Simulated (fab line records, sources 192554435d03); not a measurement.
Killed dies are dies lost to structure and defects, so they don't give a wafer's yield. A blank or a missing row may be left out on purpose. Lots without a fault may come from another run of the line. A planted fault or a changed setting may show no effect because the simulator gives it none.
Split-lot experiment | flow n5_finfet | 7 lots, 21 wafers read, on a route of 1938 steps

THE SPLIT
At N5_BEOL_M9_DEP_56 (deposits SiCN from 3MS/NH3, target thk 15 nm, time 26.5 s), the setting time_s was moved away from the recipe's 26.5 s on 6 of the 21 wafers read, by -8.9% to -6.2%. The other wafers ran this setting at the recipe's value.

The reading is taken at the split's own step.

THE READING
SiCN_of_BEOL_M9_DEP_56.thk_nm (the simulator's own value, which no gauge read), in nm, at N5_BEOL_M9_DEP_56 (deposits SiCN from 3MS/NH3, target thk 15 nm, time 26.5 s). The file gives no usual value for it. The 15 wafers here that ran the recipe average 15.1 nm, standard deviation 0.3 nm.

wafer  | tool, chamber at the split | time_s as run, s | against the recipe | SiCN_of_BEOL_M9_DEP_56.thk_nm, nm | against lot-mates on the recipe
L080.2 | pecvd-03, 1,0,2            | 26.5             | recipe             | 15.2                              | -
L080.3 | pecvd-03, 1,0,2            | 26.5             | recipe             | 15.2                              | -
L080.5 | pecvd-03, 1,0,2            | 26.5             | recipe             | 15.2                              | -
L082.1 | pecvd-03, 2                | 24.36            | -8.1%              | 13.8                              | -1.7
L082.4 | pecvd-03, 1                | 26.5             | recipe             | 15.4                              | -
L082.6 | pecvd-03, 2                | 26.5             | recipe             | 15.6                              | -
L083.1 | pecvd-03, 2                | 24.85            | -6.2%              | 14.4                              | no lot-mate on the recipe
L083.3 | pecvd-03, 2,0              | 24.85            | -6.2%              | 14.6                              | no lot-mate on the recipe
L083.5 | pecvd-03, 2,0              | 24.85            | -6.2%              | 14.6                              | no lot-mate on the recipe
L090.4 | pecvd-02, 0                | 26.5             | recipe             | 14.8                              | -
L090.5 | pecvd-02, 2,1              | 26.5             | recipe             | 15.2                              | -
L090.6 | pecvd-02, 2,1              | 26.5             | recipe             | 15.2                              | -
L091.2 | pecvd-03, 2                | 26.5             | recipe             | 15.2                              | -
L091.3 | pecvd-03, 1,2              | 24.13            | -8.9%              | 14                                | -1.2
L091.6 | pecvd-03, 1,2              | 24.13            | -8.9%              | 14                                | -1.2
L092.1 | pecvd-02, 1,0              | 26.5             | recipe             | 14.6                              | -
L092.6 | pecvd-02, 1,0              | 26.5             | recipe             | 14.6                              | -
L092.3 | pecvd-02, 2                | 26.5             | recipe             | 14.8                              | -
L096.1 | pecvd-01, 2                | 26.5             | recipe             | 14.6                              | -
L096.5 | pecvd-01, 0                | 26.5             | recipe             | 15                                | -
L096.6 | pecvd-01, 1                | 26.5             | recipe             | 15.2                              | -
Where a row lists several chambers, the file gives one row for several wafers and doesn't say which wafer went through which chamber.

THE FIT
A straight line over all 21 wafers: SiCN_of_BEOL_M9_DEP_56.thk_nm changes by +0.114 nm for each +1% of time_s; r = +0.82; the points scatter about the line by 0.29 nm.
The same after taking each lot's own level away (the mean of its wafers on the recipe; 18 wafers): +0.156 nm for each +1%; r = +0.94; scatter 0.2 nm.
On that fit, the largest move of time_s shifts the reading by 1.4 nm.
The lots' own levels span 14.67 to 15.50 nm, that is 2.8 times the standard deviation above.
So the lot-to-lot level changes the slope: the two fits differ.
Check: with one of the wafers moved furthest among these (-8.9%) left out of the fit, the line predicts -1.51 nm for it against its lot-mates. It came out at -1.2 nm against them.

OTHER SPLITS ON THESE WAFERS
These wafers also went through other splits before the reading. Each is held against what the fit with the lots' levels taken away leaves over:
other split on the same wafers   | wafers away from the commonest value | r with SiCN_of_BEOL_M9_DEP_56.thk_nm (lot level and that fit taken away)
N5_BEOL_M6_DESCUM_33 time_s      | 6                                    | +0.55
N5_BEOL_M7_TRENCH_ETCH_37 time_s | 8                                    | -0.04
N5_BEOL_M8_TRENCH_ETCH_37 bias_w | 9                                    | +0.53

THE FILE'S OWN FIT
SiCN_of_BEOL_M9_DEP_56.thk_nm changes by +0.168 nm for each +1% of time_s, r = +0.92.
